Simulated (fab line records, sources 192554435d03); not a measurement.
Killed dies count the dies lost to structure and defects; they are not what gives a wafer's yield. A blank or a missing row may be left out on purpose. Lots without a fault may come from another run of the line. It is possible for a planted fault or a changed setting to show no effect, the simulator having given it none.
Chamber matching -- flow n5Finfet -- N5_FIN_SAQP_ETCH_34 on rieDiel-03 has 4 sister chambers
The step etches SiO2 in C4F6/O2, target depth 45 nm, time 15 s. 4 wafers are shown with their chamber, then 10 later ones without.

== WAFERS WITH THEIR CHAMBER ==
wafer,chamber,rfVppV (V)
L080.6,1,667
L089.2,2,686
L089.4,0,667
L091.5,3,640

== WAFERS WITH NO CHAMBER GIVEN ==
wafer,rfVppV (V)
L091.6,686
L094.1,665
L094.2,687
L094.5,639
L095.2,686
L095.3,667
L095.4,666
L097.2,687
L097.4,638
L097.5,665

== EACH ONE'S CHAMBER ==
wafer,from the rows above,in truth
L091.6,2,2
L094.1,can't be placed: 0 or 1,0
L094.2,2,2
L094.5,3,3
L095.2,2,2
L095.3,can't be placed: 0 or 1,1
L095.4,can't be placed: 0 or 1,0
L097.2,2,2
L097.4,3,3
L097.5,can't be placed: 0 or 1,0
Correct placement for 6 of the 10. Cannot be placed on the basis of these rows: 4; the candidates contain the true chamber in 4. 0 placed wrongly.
How it was worked out, from the rows above alone: a wafer's distance from a chamber is the root of the sum, over the readings, of the square of ((its reading less the chamber's mean) divided by the reading's scatter). If the next closest chamber is less than 2 further off than the closest, the wafer can't be placed; otherwise it belongs to the closest. For every chamber, the mean is computed from those of its wafers that are shown. The scatter: with one shown wafer a chamber, the root of the mean of the squares of how far each hidden wafer lies from its nearest shown one.
